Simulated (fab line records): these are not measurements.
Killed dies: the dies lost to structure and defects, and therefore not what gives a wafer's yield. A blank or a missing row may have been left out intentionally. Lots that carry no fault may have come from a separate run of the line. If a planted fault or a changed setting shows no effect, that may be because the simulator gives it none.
Split-lot experiment :: flow n5Finfet :: 21 wafers read across 7 lots, on a route 1938 steps long

== THE SPLIT ==
At N5_BEOL_M8_EXPOSE_08 (exposes mask M8), the setting doseMj was moved away from the recipe's 68.25 on 8 of the 21 wafers read, by -7.1% to +3.6%. For the rest of the wafers, this setting stayed at what the recipe calls for.

== FROM THE SPLIT TO THE READING: what the file shows between them, 2 steps ==
- N5_BEOL_M8_PEB_09: peb time 60 s
- N5_BEOL_M8_DEVELOP_10: develop time 30 s

== THE READING ==
At N5_BEOL_M8_CD_MEAS_11: cdNm in nanometres, against a target cd of 38.5 nm. A value of 38.5 nm with a standard deviation of 0.74 nm is what fault-free wafers of this fab line usually give.

wafer: L078.1
tool, chamber at the split: arfiScanner-03, 0
doseMj as run: 64.86
against the recipe: -5.0%
cdNm, nm: 34.1
against lot-mates on the recipe: -3.1

wafer: L078.2
tool, chamber at the split: arfiScanner-03, 0
doseMj as run: 64.86
against the recipe: -5.0%
cdNm, nm: 35.3
against lot-mates on the recipe: -1.9

wafer: L078.3
tool, chamber at the split: arfiScanner-03, 0
doseMj as run: 68.25
against the recipe: recipe
cdNm, nm: 37.2
against lot-mates on the recipe: -

wafer: L081.1
tool, chamber at the split: arfiScanner-02, 0
doseMj as run: 63.41
against the recipe: -7.1%
cdNm, nm: 34.7
against lot-mates on the recipe: -5.3

wafer: L081.3
tool, chamber at the split: arfiScanner-02, 0
doseMj as run: 63.41
against the recipe: -7.1%
cdNm, nm: 35.3
against lot-mates on the recipe: -4.7

wafer: L081.6
tool, chamber at the split: arfiScanner-02, 0
doseMj as run: 68.25
against the recipe: recipe
cdNm, nm: 40.0
against lot-mates on the recipe: -

wafer: L089.3
tool, chamber at the split: arfiScanner-01, 0
doseMj as run: 68.25
against the recipe: recipe
cdNm, nm: 39.4
against lot-mates on the recipe: -

wafer: L089.5
tool, chamber at the split: arfiScanner-01, 0
doseMj as run: 68.25
against the recipe: recipe
cdNm, nm: 38.8
against lot-mates on the recipe: -

wafer: L089.6
tool, chamber at the split: arfiScanner-01, 0
doseMj as run: 65.84
against the recipe: -3.5%
cdNm, nm: 38.1
against lot-mates on the recipe: -1.0

wafer: L090.1
tool, chamber at the split: arfiScanner-02, 0
doseMj as run: 68.25
against the recipe: recipe
cdNm, nm: 38.1
against lot-mates on the recipe: -

wafer: L090.5
tool, chamber at the split: arfiScanner-02, 0
doseMj as run: 68.25
against the recipe: recipe
cdNm, nm: 38.4
against lot-mates on the recipe: -

wafer: L090.6
tool, chamber at the split: arfiScanner-02, 0
doseMj as run: 68.25
against the recipe: recipe
cdNm, nm: 38.4
against lot-mates on the recipe: -

wafer: L096.1
tool, chamber at the split: arfiScanner-01, 0
doseMj as run: 66.59
against the recipe: -2.4%
cdNm, nm: 37.1
against lot-mates on the recipe: -0.9

wafer: L096.2
tool, chamber at the split: arfiScanner-01, 0
doseMj as run: 66.59
against the recipe: -2.4%
cdNm, nm: 37.6
against lot-mates on the recipe: -0.4

wafer: L096.4
tool, chamber at the split: arfiScanner-01, 0
doseMj as run: 68.25
against the recipe: recipe
cdNm, nm: 38.0
against lot-mates on the recipe: -

wafer: L094.1
tool, chamber at the split: arfiScanner-02, 0
doseMj as run: 68.25
against the recipe: recipe
cdNm, nm: 39.6
against lot-mates on the recipe: -

wafer: L094.2
tool, chamber at the split: arfiScanner-02, 0
doseMj as run: 68.25
against the recipe: recipe
cdNm, nm: 39.6
against lot-mates on the recipe: -

wafer: L094.5
tool, chamber at the split: arfiScanner-02, 0
doseMj as run: 70.68
against the recipe: +3.6%
cdNm, nm: 40.4
against lot-mates on the recipe: +0.8

wafer: L097.1
tool, chamber at the split: arfiScanner-02, 0
doseMj as run: 68.25
against the recipe: recipe
cdNm, nm: 38.3
against lot-mates on the recipe: -

wafer: L097.2
tool, chamber at the split: arfiScanner-02, 0
doseMj as run: 68.25
against the recipe: recipe
cdNm, nm: 37.2
against lot-mates on the recipe: -

wafer: L097.3
tool, chamber at the split: arfiScanner-02, 0
doseMj as run: 68.25
against the recipe: recipe
cdNm, nm: 38.0
against lot-mates on the recipe: -

THE FIT
A straight line over all 21 wafers: cdNm changes by +0.548 nm for each +1% of doseMj; r = +0.86; the points scatter about the line by 0.91 nm.
The same after taking each lot's own level away (the mean of its wafers on the recipe; 21 wafers): +0.562 nm for each +1%; r = +0.93; scatter 0.63 nm.
That fit puts the effect of the largest move of doseMj on the reading at 4 nm.
Across the lots, their own levels run from 37.20 to 40.00 nm, a range of 3.8 times the standard deviation given above.
So the lot-to-lot level changes the slope little: the two slopes agree.
Check: with one of the wafers moved furthest among these (-7.1%) left out of the fit, the line predicts -3.51 nm for it against its lot-mates. Against them it came out at -5.3 nm.

== OTHER SPLITS ON THESE WAFERS ==
Note: prior to the reading, these wafers also went through further splits. Each is held against what the fit with the lots' levels taken away leaves over:
other split on the same wafers: N5_BEOL_M6_EXPOSE_25 doseMj
wafers away from the commonest value: 3
r with cdNm (lot level and that fit taken away): -0.12

other split on the same wafers: N5_BEOL_M6_VIA_ETCH_34 timeS
wafers away from the commonest value: 6
r with cdNm (lot level and that fit taken away): +0.05

other split on the same wafers: N5_BEOL_M7_COAT_71 spinRpm
wafers away from the commonest value: 5
r with cdNm (lot level and that fit taken away): -0.01

other split on the same wafers: N5_BEOL_M7_DESCUM_33 timeS
wafers away from the commonest value: 10
r with cdNm (lot level and that fit taken away): -0.13

other split on the same wafers: N5_BEOL_M8_COAT_05 spinRpm
wafers away from the commonest value: 7
r with cdNm (lot level and that fit taken away): +0.26

== THE WHOLE CHAIN: every reading that the file lists as answering this split, in the file's order ==
step: N5_BEOL_M8_CD_MEAS_11
what it does: target cd 38.5 nm
reading: cdNm
change (the file's fit): +0.525 nm for each +1% of the setting
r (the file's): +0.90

step: N5_BEOL_M8_ETCH_61
what it does: etches SiARC in CF4, target depth 45.5 nm, time 75.8 s
reading: BEOL_M8.cdOffsetNm (the simulator's own value, which no gauge read)
change (the file's fit): +0.512 nm for each +1% of the setting
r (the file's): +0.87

== THE FILE'S OWN FIT ==
cdNm changes by +0.525 nm for each +1% of doseMj, r = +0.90.
